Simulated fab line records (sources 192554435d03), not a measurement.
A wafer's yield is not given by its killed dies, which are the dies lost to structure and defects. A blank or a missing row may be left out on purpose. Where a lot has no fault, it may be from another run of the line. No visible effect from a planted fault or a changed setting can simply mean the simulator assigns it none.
fab line records	flow n5-finfet
[record] lots = 15	wafers = 43	last-day = 17
route steps=1938 shown PMOS_HMC_CHANNEL_EPI@70 FIN_SAQP@95 BEOL_M4@1111
lots untouched by any fault: they come from a run of this same line in which no faults occurred
start-h: start of the lot's first displayed wafer, in hours after the record's first day	wait-h: hours elapsed since this lot's preceding step	" as in the row above	L1.1+2: several wafers, shown together as one row	- no value, or no start was given	* or withheld: withheld	< > ~ a bound
route shown NAME@n: NAME is a module with steps in the file, n the number in the route of the first one	usual: mean/standard deviation of fault-free wafers	same: alike in all rows	chamber/n: place in a boat	sites: each site's reading	_std_site: standard deviation across them	_edge_site: the outer-site mean with the inner-site mean subtracted	radius-mm: how far each site lies from the wafer's centre	mask NAME#n: copy n	behind: the most recent tool/chamber to have shaped the wafer	hold: why the lot went on hold/how many hours it stayed there/how the hold came to an end	device: which transistor (n, p or np) failed to switch	end of line: the route-end tests of the same wafers	a step given without rows: its recipe and nothing more	killed: dies that structure and defects cost at the first sort, which is not the same as the wafer's yield	map: a wafer's dies, x killed, . not, _ none there
set.NAME: the setting that was run; set.NAME@STEP: the one run at that earlier step	model.NAME: the simulator's own value behind a step, which no gauge read
one table for each step of the route and one row for each wafer, over a sample of lots
services: when a tool's chamber went out of use (start-h, in hours from the record's first day, below 0 if earlier), for how many hours, and the reason
[[steps]]
[step N5_PMOS_HMC_CHANNEL_EPI_HM_OPEN_15]
[recipe] chemistry = CHF3/O2	target = SiO2	mask-material = CAR-ArF-block	target-depth-a = 406	CHF3_flow_sccm = 50	O2_flow_sccm = 5	Ar_flow_sccm = 200	time-s = 20.3	pressure-mtorr = 30	source-w = 650	bias-w = 170	ion-energy-ev = 200
[usual] CHF3_flow_sccm = 50.00/0.13	chamber-pressure-mTorr = 29.998/0.028	drypump-motor-current-A = 5.8/0.51	oes-product-au = 0.75/0.041	rf-vpp-V = 525/5.5	showerhead-plenum-p-Torr = 2.40/0.084	throttle-valve-pct = 18.91/0.18
lot.wafer	tool	chamber	start-h	wait-h	CHF3_flow_sccm	chamber-pressure-mTorr	drypump-motor-current-A	oes-product-au	rf-hours-counter-h	rf-vpp-V	showerhead-plenum-p-Torr	throttle-valve-pct
L799.1	rie-diel-02	1	17.42	0.0	50.10	29.992	6.2	0.79	104	521	2.33	18.71
L799.2	"	0	"	"	49.74	29.998	5.1	0.85	56	533	2.55	18.75
L799.3	"	3	"	"	50.07	30.015	6.6	0.69	209	531	2.49	19.04
L800.1	rie-diel-02	0	23.63	0.0	49.97	29.973	5.1	0.85	58	535	2.55	18.73
L800.3	"	3	"	"	49.93	29.972	6.6	0.69	211	533	2.49	19.05
L800.5	"	3	"	"	50.36	29.987	6.6	0.69	-	532	2.49	19.06
L802.1	rie-diel-04	0	35.65	0.0	49.97	30.042	6.3	0.76	173	533	2.32	19.26
L802.3	"	3	"	"	49.79	30.016	6.0	0.75	139	534	2.53	18.89
L802.5	"	2	"	"	50.06	29.995	5.4	0.79	-	519	2.42	18.82
L803.1	rie-diel-03	1	41.77	0.0	50.19	30.021	6.5	0.74	147	521	2.40	18.90
L803.5	"	3	"	"	50.13	29.987	5.3	0.77	-	522	2.32	19.01
L803.6	"	2	"	"	50.00	30.002	5.3	0.75	-	521	2.41	18.62
L805.2	rie-diel-03	1	55.41	0.0	50.12	30.017	6.5	0.75	151	523	2.40	18.91
L805.3	"	2	"	"	49.93	29.967	5.3	0.75	153	519	2.41	18.62
L805.6	"	1	"	"	50.16	29.958	6.4	0.75	-	522	2.40	18.91
L806.1	rie-diel-03	2	59.59	0.0	50.16	30.078	5.2	0.74	155	520	2.40	18.64
L806.3	"	3	"	"	50.44	30.045	5.3	0.76	134	524	2.32	19.01
L806.5	"	0	"	"	49.86	29.970	5.9	0.72	-	526	2.31	19.04
L807.2	rie-diel-03	2	66.99	0.0	49.89	29.996	5.3	0.75	159	519	2.40	18.63
L807.3	"	3	"	"	49.71	29.975	5.3	0.76	138	521	2.32	19.03
L807.5	"	2	"	"	50.01	30.022	5.3	0.75	-	521	2.40	18.62
L808.2	rie-diel-04	0	72.57	0.0	49.87	30.036	6.3	0.74	186	531	2.31	19.27
L808.3	"	2	"	"	49.76	29.974	5.4	0.78	119	518	2.42	18.85
L808.6	"	2	"	"	50.00	29.981	5.4	0.78	-	517	2.42	18.83
L809.1	rie-diel-02	0	77.67	0.0	50.23	30.015	5.1	0.84	71	534	2.54	18.77
L809.5	"	0	"	"	50.15	29.941	5.1	0.84	-	532	2.54	18.76
L809.6	"	3	"	"	50.14	29.979	6.6	0.69	-	531	2.49	19.06
L810.3	rie-diel-02	0	84.57	0.0	49.97	29.979	5.1	0.83	72	534	2.54	18.77
L810.4	"	2	"	"	50.07	30.025	6.2	0.75	134	520	2.40	18.68
L813.2	rie-diel-03	2	101.61	0.0	49.95	30.020	5.3	0.74	172	520	2.40	18.64
L813.3	"	1	"	"	50.13	30.001	6.5	0.74	157	523	2.39	18.91
L816.1	rie-diel-03	3	119.89	0.0	49.93	30.003	5.3	0.73	155	522	2.31	19.07
L816.3	"	0	"	"	50.19	30.006	5.9	0.70	218	525	2.30	19.08
L816.6	"	0	"	"	50.03	30.004	5.9	0.70	-	525	2.30	19.08
L818.3	rie-diel-03	1	131.49	0.0	50.03	29.998	6.5	0.73	168	522	2.39	18.93
L818.5	"	0	"	"	49.84	29.998	5.9	0.70	-	527	2.30	19.09
L818.6	"	3	"	"	49.98	29.950	5.3	0.74	-	521	2.31	19.06
L820.1	rie-diel-03	2	143.75	0.0	49.98	30.000	5.3	0.73	183	521	2.39	18.68
L820.2	"	3	"	"	50.00	30.020	5.3	0.73	163	522	2.31	19.07
L820.4	"	0	"	"	50.01	30.019	5.9	0.70	226	526	2.30	19.10
L822.1	rie-diel-04	3	155.63	0.0	49.97	30.055	5.9	0.72	171	534	2.51	18.96
L822.2	"	1	"	"	50.02	29.993	6.0	0.73	153	521	2.50	18.94
L822.6	"	2	"	"	50.05	29.970	5.4	0.75	-	516	2.41	18.88
[step N5_PMOS_HMC_CHANNEL_EPI_THK_MEAS_22]
[recipe] reads = SiGe30_of_PMOS_HMC_CHANNEL_EPI_EPI_20
[usual] HMC_CMP_THK = 53.7/0.97
lot.wafer	tool	chamber	start-h	wait-h	HMC_CMP_THK[nm]
L799.1	film-metro-01	-	19.60	-	52.2
L799.2	"	-	"	"	55.2
L799.3	"	-	"	"	53.3
L800.1	film-metro-02	-	26.23	-	54.1
L800.3	"	-	"	"	53.6
L800.5	"	-	"	"	53.3
L802.1	film-metro-01	-	38.24	-	51.4
L802.3	"	-	"	"	52.9
L802.5	"	-	"	"	53.3
L803.1	film-metro-01	-	43.95	-	52.1
L803.5	"	-	"	"	53.2
L803.6	"	-	"	"	53.8
L805.2	film-metro-01	-	58.52	-	53.6
L805.3	"	-	"	"	53.9
L805.6	"	-	"	"	53.0
L806.1	film-metro-01	-	61.78	-	54.4
L806.3	"	-	"	"	52.7
L806.5	"	-	"	"	52.4
L807.2	film-metro-01	-	69.17	-	52.7
L807.3	"	-	"	"	53.5
L807.5	"	-	"	"	52.8
L808.2	film-metro-01	-	74.75	-	52.3
L808.3	"	-	"	"	53.5
L808.6	"	-	"	"	51.9
L809.1	film-metro-01	-	79.86	-	56.0
L809.5	"	-	"	"	56.0
L809.6	"	-	"	"	52.6
L810.3	film-metro-01	-	87.15	-	55.6
L810.4	"	-	"	"	55.4
L813.2	film-metro-02	-	103.79	-	53.5
L813.3	"	-	"	"	53.0
L816.1	film-metro-01	-	122.47	-	53.3
L816.3	"	-	"	"	53.2
L816.6	"	-	"	"	53.1
L818.3	film-metro-02	-	134.07	-	53.6
L818.5	"	-	"	"	54.4
L818.6	"	-	"	"	54.2
L820.1	film-metro-02	-	145.94	-	53.9
L820.2	"	-	"	"	54.2
L820.4	"	-	"	"	53.9
L822.1	film-metro-02	-	158.35	-	54.7
L822.2	"	-	"	"	55.7
L822.6	"	-	"	"	55.7
[step N5_FIN_SAQP_DENSIFY_62]
[recipe] temp-c = 700	time-s = 60	ambient = N2	idle-temp-c = 600	ramp-up-c-per-s = 150	ramp-down-c-per-s = 60	cool-to-c = 600
[usual] lamp-power-pct = 9.84/0.054	lamp_zone_6_pct = 9.771/0.012	wafer_temp_C_max = 703.3/0.6
lot.wafer	tool	chamber	start-h	wait-h	lamp-power-pct	lamp_zone_6_pct	wafer_temp_C_max
L799.1	rtp-anneal-02	0	20.88	0.2	9.82	9.764	704.5
L799.2	"	0	"	"	9.84	9.792	702.9
L799.3	"	0	"	"	9.86	9.784	703.9
L800.1	rtp-anneal-02	0	27.13	0.1	9.82	9.785	703.4
L800.3	"	0	"	"	9.91	9.776	703.3
L800.5	"	0	"	"	9.84	9.761	702.6
L802.1	rtp-anneal-01	0	39.05	0.1	9.88	9.773	704.7
L802.3	"	0	"	"	9.90	9.764	702.6
L802.5	"	0	"	"	9.83	9.765	704.3
L803.1	rtp-anneal-01	0	44.80	0.1	9.83	9.785	703.0
L803.5	"	0	"	"	9.84	9.773	703.8
L803.6	"	0	"	"	9.94	9.779	703.2
L805.2	rtp-anneal-02	0	59.72	0.2	9.87	9.781	702.9
L805.3	"	0	"	"	9.86	9.770	704.1
L805.6	"	0	"	"	9.81	9.793	703.0
L806.1	rtp-anneal-02	0	62.58	0.1	9.88	9.755	703.2
L806.3	"	0	"	"	9.89	9.764	703.0
L806.5	"	0	"	"	9.75	9.778	703.7
L807.2	rtp-anneal-01	0	70.94	0.2	9.85	9.757	703.4
L807.3	"	0	"	"	9.82	9.774	703.6
L807.5	"	0	"	"	9.85	9.779	702.9
L808.2	rtp-anneal-02	0	75.62	0.1	9.90	9.767	703.8
L808.3	"	0	"	"	9.82	9.791	702.4
L808.6	"	0	"	"	9.86	9.773	703.3
L809.1	rtp-anneal-01	0	81.27	0.5	9.87	9.780	703.0
L809.5	"	0	"	"	9.87	9.765	703.3
L809.6	"	0	"	"	9.87	9.765	704.5
L810.3	rtp-anneal-01	0	89.27	0.2	9.78	9.771	703.6
L810.4	"	0	"	"	9.87	9.747	704.9
L813.2	rtp-anneal-02	0	104.68	0.2	9.77	9.765	702.2
L813.3	"	0	"	"	9.83	9.770	703.0
L816.1	rtp-anneal-01	0	123.38	0.1	9.77	9.790	704.8
L816.3	"	0	"	"	9.89	9.755	703.6
L816.6	"	0	"	"	9.82	9.760	703.8
L818.3	rtp-anneal-01	0	135.04	0.2	9.91	9.779	703.2
L818.5	"	0	"	"	9.79	9.753	703.3
L818.6	"	0	"	"	9.86	9.796	702.7
L820.1	rtp-anneal-01	0	146.77	0.1	9.88	9.766	702.4
L820.2	"	0	"	"	9.79	9.784	703.5
L820.4	"	0	"	"	9.96	9.776	702.8
L822.1	rtp-anneal-02	0	159.32	0.2	9.93	9.783	703.3
L822.2	"	0	"	"	9.89	9.789	703.0
L822.6	"	0	"	"	9.84	9.793	703.6
[step N5_FIN_SAQP_HM_DEP_03]
[recipe] material = SiNx	target-thk-a = 380	temp-c = 400	precursor = SiH4/NH3/N2	pressure-torr = 1.5	rf-w = 300	time-s = 33.6
[usual] heater-power-w = 793/97	showerhead-plenum-p-Torr = 5.18/0.078	throttle-valve-pct = 39.9/1.8
lot.wafer	tool	chamber	start-h	wait-h	heater-power-w	showerhead-plenum-p-Torr	throttle-valve-pct
L799.1	pecvd-02	2	21.09	0.2	748	5.14	38.2
L799.2	"	0	"	"	941	5.20	39.5
L799.3	"	1	"	"	681	5.18	42.7
L800.1	pecvd-02	2	27.35	0.2	737	5.12	38.2
L800.3	"	0	"	"	1077	5.21	39.3
L800.5	"	2	"	"	732	5.12	38.2
L802.1	pecvd-04	0	39.26	0.2	676	5.08	41.3
L802.3	"	1	"	"	875	5.25	38.7
L802.5	"	1	"	"	904	5.26	38.8
L803.1	pecvd-03	0	45.02	0.2	901	5.28	39.9
L803.5	"	2	"	"	764	5.13	40.0
L803.6	"	0	"	"	909	5.30	39.7
L805.2	pecvd-02	0	59.90	0.2	1060	5.20	39.3
L805.3	"	0	"	"	1055	5.19	39.3
L805.6	"	2	"	"	618	5.12	38.2
L806.1	pecvd-04	2	62.80	0.2	843	5.11	36.6
L806.3	"	1	"	"	873	5.26	38.7
L806.5	"	0	"	"	675	5.08	41.5
L807.2	pecvd-04	1	71.13	0.2	747	5.25	38.7
L807.3	"	0	"	"	644	5.10	41.6
L807.5	"	2	"	"	827	5.11	36.6
L808.2	pecvd-04	1	75.80	0.2	891	5.24	38.6
L808.3	"	0	"	"	716	5.08	41.5
L808.6	"	2	"	"	767	5.11	36.3
L809.1	pecvd-03	0	81.48	0.2	763	5.30	40.3
L809.5	"	0	"	"	761	5.29	40.1
L809.6	"	1	"	"	707	5.27	42.6
L810.3	pecvd-04	0	89.43	0.1	690	5.08	41.2
L810.4	"	1	"	"	749	5.24	38.6
L813.2	pecvd-04	2	104.86	0.2	838	5.12	36.6
L813.3	"	0	"	"	709	5.09	41.4
L816.1	pecvd-02	0	123.59	0.2	1001	5.21	38.8
L816.3	"	2	"	"	743	5.13	38.6
L816.6	"	0	"	"	976	5.21	39.2
L818.3	pecvd-02	1	135.19	0.1	660	5.17	42.7
L818.5	"	2	"	"	706	5.14	38.5
L818.6	"	1	"	"	654	5.17	42.7
L820.1	pecvd-03	2	146.98	0.2	823	5.14	40.0
L820.2	"	1	"	"	798	5.29	43.0
L820.4	"	1	"	"	809	5.28	42.2
L822.1	pecvd-03	0	159.53	0.2	905	5.29	40.6
L822.2	"	2	"	"	846	5.12	39.8
L822.6	"	2	"	"	698	5.12	40.0
[step N5_FIN_SAQP_THK_MEAS_05]
[usual] thk-nm = 37.9/0.6
lot.wafer	tool	chamber	start-h	wait-h	thk-nm
L799.1	film-metro-01	-	21.18	0.1	38.0
L799.2	"	-	"	"	37.9
L799.3	"	-	"	"	37.7
L800.1	film-metro-02	-	27.43	0.1	38.1
L800.3	"	-	"	"	37.7
L800.5	"	-	"	"	38.7
L802.1	film-metro-02	-	39.38	0.1	37.9
L802.3	"	-	"	"	38.8
L802.5	"	-	"	"	39.0
L803.1	film-metro-02	-	45.13	0.1	37.6
L803.5	"	-	"	"	37.7
L803.6	"	-	"	"	37.5
L805.2	film-metro-01	-	60.02	0.1	37.9
L805.3	"	-	"	"	38.4
L805.6	"	-	"	"	38.2
L806.1	film-metro-01	-	62.89	0.1	37.5
L806.3	"	-	"	"	37.7
L806.5	"	-	"	"	38.3
L807.2	film-metro-02	-	71.21	0.1	38.2
L807.3	"	-	"	"	37.5
L807.5	"	-	"	"	37.9
L808.2	film-metro-01	-	75.89	0.1	33.5
L808.3	"	-	"	"	37.8
L808.6	"	-	"	"	38.0
L809.1	film-metro-01	-	81.57	0.1	37.4
L809.5	"	-	"	"	37.9
L809.6	"	-	"	"	37.6
L810.3	film-metro-02	-	89.52	0.1	38.1
L810.4	"	-	"	"	35.0
L813.2	film-metro-02	-	104.95	0.1	34.1
L813.3	"	-	"	"	38.4
L816.1	film-metro-02	-	123.68	0.1	38.3
L816.3	"	-	"	"	37.5
L816.6	"	-	"	"	38.4
L818.3	film-metro-02	-	135.28	0.1	37.3
L818.5	"	-	"	"	38.3
L818.6	"	-	"	"	37.9
L820.1	film-metro-02	-	147.07	0.1	37.2
L820.2	"	-	"	"	36.9
L820.4	"	-	"	"	37.3
L822.1	film-metro-02	-	159.62	0.1	37.5
L822.2	"	-	"	"	37.8
L822.6	"	-	"	"	38.4
[step N5_FIN_SAQP_HM_OPEN_33]
[recipe] chemistry = CH3F/O2	target = SiNx	mask-material = SiO2	target-depth-a = 494	time-s = 70.6	pressure-mtorr = 30	source-w = 395	bias-w = 73	Ar_flow_sccm = 150	CH3F_flow_sccm = 30	O2_flow_sccm = 20	ion-energy-ev = 120	ends = cleared
[usual] chamber-pressure-mTorr = 29.997/0.028	drypump-motor-current-A = 5.7/0.52	etch-rf-on-time-s = 69.2/1.5	oes-product-au = 0.67/0.066	rf-vpp-V = 302/4.6	showerhead-plenum-p-Torr = 2.05/0.059	throttle-valve-pct = 16.41/0.22
lot.wafer	tool	chamber	start-h	wait-h	chamber-pressure-mTorr	drypump-motor-current-A	etch-rf-on-time-s	oes-product-au	rf-hours-counter-h	rf-vpp-V	showerhead-plenum-p-Torr	throttle-valve-pct
L799.1	rie-diel-06	1	26.04	0.0	29.967	5.2	71.0	0.67	103	296	2.03	16.20
L799.2	"	2	"	"	30.008	6.6	69.9	0.63	173	303	2.08	16.47
L799.3	"	3	"	"	29.991	5.8	68.2	0.66	110	298	2.00	16.44
L800.1	rie-diel-05	1	32.36	0.0	29.914	5.7	67.7	0.75	43	309	2.11	16.33
L800.3	"	2	"	"	30.044	5.1	67.8	0.63	168	307	2.09	16.62
L800.5	"	0	"	"	29.981	6.6	70.1	0.62	-	297	2.00	16.31
L802.1	rie-diel-01	1	43.95	0.0	30.007	5.9	69.6	0.59	220	298	1.97	16.56
L802.3	"	2	"	"	29.988	6.1	70.9	0.66	142	298	2.09	16.41
L802.5	"	2	"	"	30.051	6.1	71.9	0.66	-	297	2.09	16.40
L803.1	rie-diel-06	1	49.76	0.0	29.968	5.1	69.3	0.67	111	296	2.02	16.21
L803.5	"	2	"	"	30.024	6.6	68.0	0.64	-	300	2.07	16.47
L803.6	"	3	"	"	30.001	5.8	67.6	0.65	-	298	2.00	16.47
L805.2	rie-diel-01	1	64.71	0.0	29.991	5.9	69.5	0.59	227	299	1.97	16.57
L805.3	"	3	"	"	29.993	5.2	68.6	0.64	168	302	2.08	16.76
L805.6	"	0	"	"	29.995	5.2	70.3	0.77	-	306	1.96	16.27
L806.1	rie-diel-05	0	67.49	0.1	30.011	6.6	67.7	0.61	202	298	1.99	16.34
L806.3	"	2	"	"	30.009	5.1	69.0	0.62	181	305	2.09	16.66
L806.5	"	3	"	"	30.008	5.7	70.1	0.79	-	298	2.13	15.91
L807.2	rie-diel-05	3	75.74	0.0	30.037	5.7	69.0	0.80	11	299	2.13	15.92
L807.3	"	0	"	"	29.993	6.6	67.0	0.61	204	298	1.99	16.32
L807.5	"	3	"	"	29.962	5.7	68.4	0.79	-	299	2.12	15.94
L808.2	rie-diel-01	0	80.68	0.0	30.022	5.2	61.7	0.76	26	305	1.96	16.30
L808.3	"	3	"	"	30.007	5.3	67.7	0.63	173	303	2.08	16.80
L808.6	"	1	"	"	30.030	5.9	69.9	0.58	-	299	1.97	16.58
L809.1	rie-diel-06	3	85.88	0.0	29.969	5.8	67.5	0.65	130	299	2.00	16.48
L809.5	"	3	"	"	29.945	5.8	68.6	0.65	-	298	2.00	16.47
L809.6	"	0	"	"	30.048	4.9	67.2	0.79	-	302	1.95	16.20
L810.3	rie-diel-06	3	94.37	0.3	29.969	5.8	69.4	0.65	133	298	2.00	16.48
L810.4	"	0	"	"	29.956	4.9	63.6	0.77	19	303	1.95	16.20
L813.2	rie-diel-05	2	109.53	0.0	30.038	5.1	62.4	0.61	192	306	2.09	16.68
L813.3	"	3	"	"	29.951	5.7	70.4	0.77	23	298	2.12	15.94
L816.1	rie-diel-05	3	127.94	0.0	29.963	5.7	69.6	0.75	31	296	2.12	15.96
L816.3	"	2	"	"	30.000	5.1	68.9	0.60	200	305	2.08	16.69
L816.6	"	2	"	"	30.026	5.1	70.5	0.60	-	307	2.08	16.69
L818.3	rie-diel-01	2	140.38	0.1	30.011	6.1	68.5	0.64	171	297	2.08	16.44
L818.5	"	2	"	"	30.048	6.1	70.1	0.64	-	296	2.08	16.47
L818.6	"	3	"	"	29.989	5.2	67.4	0.63	-	302	2.08	16.83
L820.1	rie-diel-06	0	151.69	0.0	29.967	4.9	67.4	0.74	39	302	1.95	16.24
L820.2	"	2	"	"	29.957	6.6	67.9	0.60	219	301	2.06	16.55
L820.4	"	1	"	"	30.002	5.2	68.3	0.65	142	296	2.01	16.27
L822.1	rie-diel-06	3	165.37	0.2	30.023	5.8	68.6	0.63	158	297	1.99	16.52
L822.2	"	2	"	"	29.990	6.6	69.5	0.60	224	304	2.06	16.57
L822.6	"	1	"	"	30.022	5.2	70.6	0.65	-	294	2.01	16.28
[step N5_BEOL_M4_RC_MEAS_101]
[usual] DIBL_N = 35.8/1.6	DIBL_P = 36.0/2.1	IOFF_N = 0.153/0.026	IOFF_P = 0.21/0.037	ION_N = 673/11	ION_P = 462/7.6	SS_N = 71.4/0.53	SS_P = 73.2/0.67	VT_N = 250/3.2	VT_P = -250/3.7
lot.wafer	tool	chamber	start-h	wait-h	DIBL_N[mV/V]	DIBL_P[mV/V]	IOFF_N[nA/um]	IOFF_P[nA/um]	ION_N[uA/um]	ION_P[uA/um]	SS_N[mV/dec]	SS_P[mV/dec]	VT_N[mV]	VT_P[mV]
L799.1	prober-02	0	169.42	0.0	37.3	39.2	0.188	0.26	684	476	70.9	74.0	245	-248
L799.2	"	0	"	"	33.5	33.7	0.117	0.17	662	463	71.1	72.5	256	-251
L799.3	"	0	"	"	37.9	38.8	0.207	0.27	700	476	71.1	74.2	243	-245
L800.1	prober-02	0	177.41	0.0	35.3	36.1	0.139	0.18	670	453	71.1	73.2	252	-255
L800.3	"	0	"	"	37.4	37.9	0.165	0.20	675	460	71.7	73.4	250	-250
L800.5	"	0	"	"	35.5	35.7	0.137	0.18	673	456	71.6	72.4	253	-252
L802.1	prober-02	0	192.23	0.0	38.4	37.5	0.175	0.22	679	461	72.8	73.6	251	-251
L802.3	"	0	"	"	39.5	39.5	0.193	0.27	685	473	72.2	74.4	250	-249
L802.5	"	0	"	"	36.4	35.9	0.144	0.20	678	464	70.8	73.0	251	-253
L803.1	prober-01	0	198.14	0.0	37.5	36.1	0.193	0.24	691	468	71.4	73.7	245	-246
L803.5	"	0	"	"	37.4	36.3	0.183	0.25	685	471	70.9	73.9	246	-243
L803.6	"	0	"	"	36.8	35.5	0.180	0.24	697	476	70.6	72.9	245	-243
L805.2	prober-02	0	207.61	0.2	37.0	38.7	0.192	0.25	690	467	71.4	73.6	248	-247
L805.3	"	0	"	"	35.2	35.6	0.153	0.20	680	464	71.2	73.2	250	-253
L805.6	"	0	"	"	35.6	36.5	0.159	0.21	670	463	71.8	72.8	252	-250
L806.1	prober-01	0	207.77	0.0	33.7	33.4	0.121	0.17	658	458	70.6	72.8	253	-255
L806.3	"	0	"	"	33.4	32.9	0.111	0.15	653	450	70.4	72.2	254	-253
L806.5	"	0	"	"	31.5	30.3	0.091	0.13	647	445	70.2	72.0	256	-257
L807.2	prober-02	0	211.20	0.2	33.3	32.7	0.107	0.16	663	457	71.0	72.5	257	-256
L807.3	"	0	"	"	36.3	35.2	0.143	0.18	666	453	71.6	73.1	254	-251
L807.5	"	0	"	"	35.0	33.4	0.119	0.17	652	448	71.0	73.6	255	-253
L808.2	prober-01	0	224.95	0.2	35.6	35.8	0.145	0.19	674	463	71.5	73.5	249	-251
L808.3	"	0	"	"	35.3	35.7	0.153	0.20	688	468	70.8	72.8	249	-249
L808.6	"	0	"	"	36.4	37.6	0.168	0.22	688	469	71.9	72.6	246	-248
L809.1	prober-01	0	240.45	0.0	36.1	38.3	0.179	0.27	676	469	71.6	74.0	250	-243
L809.5	"	0	"	"	35.8	37.3	0.177	0.27	675	474	71.6	74.0	247	-244
L809.6	"	0	"	"	35.7	36.3	0.165	0.23	670	467	71.9	72.8	248	-248
L810.3	prober-01	0	245.58	0.3	37.1	39.2	0.186	0.24	670	452	71.4	74.0	246	-250
L810.4	"	0	"	"	36.5	38.2	0.170	0.23	678	462	72.0	73.9	248	-250
L813.2	prober-02	0	249.67	0.2	38.6	39.0	0.208	0.26	691	472	71.5	74.3	246	-246
L813.3	"	0	"	"	36.9	36.4	0.161	0.22	676	463	71.7	73.1	248	-247
L816.1	prober-01	0	275.89	0.0	35.1	36.0	0.145	0.19	665	459	70.7	73.7	251	-252
L816.3	"	0	"	"	35.1	35.8	0.148	0.19	671	458	71.4	72.8	249	-250
L816.6	"	0	"	"	37.1	38.2	0.178	0.22	678	460	72.4	74.1	249	-252
L818.3	prober-01	0	289.61	0.3	36.5	36.6	0.159	0.20	669	459	71.4	73.7	253	-251
L818.5	"	0	"	"	37.5	37.0	0.174	0.21	680	464	72.2	73.4	250	-249
L818.6	"	0	"	"	34.7	35.0	0.136	0.18	661	460	70.6	72.9	253	-254
L820.1	prober-02	0	302.40	0.0	37.5	38.2	0.156	0.21	668	458	71.6	73.6	251	-251
L820.2	"	0	"	"	38.3	39.0	0.157	0.24	672	469	71.8	74.3	252	-250
L820.4	"	0	"	"	38.3	38.8	0.167	0.22	674	458	71.5	73.8	248	-249
L822.1	prober-01	0	306.13	0.0	38.3	36.3	0.182	0.21	675	454	71.5	73.9	248	-251
L822.2	"	0	"	"	34.6	32.5	0.124	0.17	668	456	71.3	72.6	254	-253
L822.6	"	0	"	"	35.0	33.8	0.136	0.18	665	461	71.1	73.1	249	-253
[[services]]
tool	chamber	start-h	hours	kind
rie-diel-05	1	9.75	9.8	repair
rie-diel-01	-	9.88	0.5	repair
pecvd-04	1	10.94	7.4	repair
rie-diel-02	2	19.75	15.8	repair
rie-diel-01	-	27.47	0.9	repair
rie-diel-06	1	35.52	4.5	repair
rie-diel-06	1	41.28	3.1	repair
pecvd-03	1	42.80	22.1	repair
rie-diel-02	-	53.02	14.6	pm
rie-diel-03	1	57.34	23.6	repair
pecvd-03	-	60.58	14.6	pm
rie-diel-02	2	69.71	3.8	repair
rie-diel-02	1	71.07	1.3	repair
rie-diel-06	3	73.64	6.6	repair
rtp-anneal-02	-	77.37	4.4	pm
rie-diel-05	2	80.74	5.5	repair
rie-diel-02	-	104.66	0.8	repair
rie-diel-05	0	110.92	6.6	repair
rie-diel-06	1	116.06	7.0	repair
rie-diel-03	2	119.39	6.6	repair
rie-diel-02	-	126.83	2.8	pm
pecvd-02	-	139.84	0.3	repair
pecvd-02	2	164.86	29.8	repair
pecvd-02	-	165.15	0.4	repair
[[key]]
[first-sign] step = N5_FIN_SAQP_THK_MEAS_05	reading = thk-nm	direction = down	sigmas = 6.2	usual = *	struck = *
[effect] step = N5_FIN_SAQP_HM_OPEN_33	reading = etch-rf-on-time-s	direction = down	sigmas = 4.5	usual = *	struck = *
met-at N5_FIN_SAQP_HM_DEP_03
struck-lots L808,L810,L813
struck-wafers L808.2,L810.4,L813.2
sort-left-out L808.2,L810.4,L813.2
not-acting-at N5_PMOS_HMC_CHANNEL_EPI_HM_OPEN_15,N5_PMOS_HMC_CHANNEL_EPI_THK_MEAS_22,N5_FIN_SAQP_DENSIFY_62
onset-between 71.13 75.80
[fault] kind = process-parameter-drift	tool = pecvd-04	chamber = -	onset-h = 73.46	steps = N5_FIN_SAQP_HM_DEP_03	channel = time-s	offset = *	shape = step	end-h = 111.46	scope = struck-wafers-only	acts-in = *	stated = *
// sort-left-out: the simulated sort isn't trusted on such a fault, so these wafers' sort isn't shown, and their yield isn't known
